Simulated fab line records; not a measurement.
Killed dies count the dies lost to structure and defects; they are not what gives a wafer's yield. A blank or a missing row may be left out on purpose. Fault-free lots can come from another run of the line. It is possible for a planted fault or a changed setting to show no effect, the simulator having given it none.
Comparing a struck lot with a sound one + flow nand harc + 15 out of 1159 route steps
Sound: the wafers L396.1, L396.4, L396.5. Wafers L408.1, L408.3, L408.4 were the ones struck. The cause comes at the end.
Order at every step that has rows: each side's tool, ch and its chambers, its first start. Under that, the readings that differ: sound wafers + struck wafers + difference of the means + sigmas: that difference in standard deviations of wafers without a fault.
alike: readings whose means differ by less than 2 such deviations, and words and numbers that are the same on both sides. not compared: withheld readings, readings that some wafer has no value for, bounds like >300 that may hide the same value, and numbers for which the record gives no deviation and whose values overlap.
Wherever a step has rows on one side only, a row that says differs or no value, or a row with sigmas, the two part there. When numbers do not overlap yet have no deviation, they are printed without sigmas and do not part them. A reading that every wafer of one side lacks parts them only if that side has two wafers or more.

first, 5 steps without rows for these wafers: NHARC_A_CONTACT_SOFTBAKE_64 (time 55 s); NHARC_A_CONTACT_EBR_65; NHARC_A_CONTACT_EXPOSE_66 (exposes mask A CC 2); NHARC_A_CONTACT_PEB_67 (peb time 65 s); NHARC_A_CONTACT_DEVELOP_68 (develop time 35 s).
NHARC_A_CONTACT_CD_MEAS_69 targets a cd of 200 nm.
  sound on cd sem-02 ch 0, day 16 22:50; struck on cd sem-02 ch 0, day 19 12:04
  alike: cd nm
NHARC_A_CONTACT_OVL_MEAS_70:
  sound on overlay-01, day 16 22:56; struck on overlay-01, day 19 12:10
  alike: overlay x nm, overlay y nm
NHARC_A_CONTACT_INSPECT_71:
  sound on defect inspect-01, day 16 22:58; struck on defect inspect-01, day 19 12:12
  alike: raw defect count
NHARC_A_CONTACT_DESCUM_74: chemistry O2, time 3 s.
  sound on rie diel-07 ch 0,2, day 16 23:02; struck on rie diel-03 ch 0,1,2, day 19 12:20
  alike: drypump motor current A, mfc ar sccm, oes product au, rf vpp V, showerhead plenum p Torr, throttle valve pct
  not compared: rf hours counter h
NHARC_A_CONTACT_ETCH_75: etches the open film in CF4, target depth 39 nm, time 65 s.
  sound on rie diel-07 ch 2,3, day 16 23:09; struck on rie diel-03 ch 0,1,2, day 19 12:25
  alike: bias w, cf4 flow sccm, drypump motor current A, mfc ar sccm, oes product au, rf vpp V, showerhead plenum p Torr, throttle valve pct
  not compared: rf hours counter h
NHARC_A_CONTACT_ETCH_76: etches the open film in N2/H2, target depth 260 nm, time 475.3 s.
  sound: rie diel-07 ch 0,3; struck: rie diel-03 ch 0,2,3
  alike: bias w, chamber pressure mTorr, drypump motor current A, mfc ar sccm, n2 flow sccm, oes product au, rf vpp V, showerhead plenum p Torr, throttle valve pct
  not compared: rf hours counter h
NHARC_A_CONTACT_ETCH_77: etches the open film in CF4/CHF3, target depth 72.6 nm, time 36.3 s.
  sound: rie diel-07 ch 0,3; struck: rie diel-03 ch 0,1,3
| reading               | sound             | struck            | difference | sigmas |
|-----------------------|-------------------|-------------------|------------|--------|
| oes product au (a.u.) | 0.923 0.908 0.906 | 0.938 0.962 0.970 | +0.044     | +2     |
  alike: bias w, cf4 flow sccm, drypump motor current A, mfc ar sccm, rf vpp V, showerhead plenum p Torr, throttle valve pct
  not compared: rf hours counter h
NHARC_A_CONTACT_ETCH_78: etches the open film in O2/COS, target depth 2800 nm, time 728 s.
  sound on rie diel-07 ch 0,3, day 16 23:53; struck on rie diel-03 ch 0,1,2, day 19 13:09
  no value came back on the struck wafers for any of 8 readings (bias w (W), chamber pressure mTorr (mTorr) and others); on the sound wafers bias w (W) reads 300.1 300.5 300.8
  not compared: rf hours counter h
NHARC_A_CONTACT_ETCH_124: etches the open film in C4F8/O2/Ar, time 140 s, target depth 700 nm.
  sound on har cap etch-03 ch 0,1, day 17 00:22; struck on har cap etch-01 ch 0,1, day 19 13:42
  alike: chamber pressure mTorr, oes air line au
  not compared: rf hours counter h
-- the record jumps here: 3 days lie between the struck wafers' starts before and after (it left off in module A_CONTACT and takes up again in module END, whose first step shown is number 1159 of the route) --
NHARC_END_SORT_01:
  sound on prober-02 ch 0, day 19 14:09; struck on prober-01 ch 0, day 22 11:43
| reading         | sound    | struck                                                               | difference                   | sigmas |
|-----------------|----------|----------------------------------------------------------------------|------------------------------|--------|
| hold            | - - -    | await dispo/4.7h/scrap await dispo/4.7h/scrap await dispo/4.7h/scrap | no value on the sound wafers |        |
| killed at array | 19 22 15 | 675 665 672                                                          | +652                         | +73    |
| killed dies     | 25 22 16 | 677 677 677                                                          | +656                         | +74    |
  alike: killed at other, killed at periphery, killed open, killed short

## WHERE THEY PART
Last at NHARC_END_SORT_01 as far as this record goes, first at NHARC_A_CONTACT_ETCH_77.

WHY: the cause the simulator had injected
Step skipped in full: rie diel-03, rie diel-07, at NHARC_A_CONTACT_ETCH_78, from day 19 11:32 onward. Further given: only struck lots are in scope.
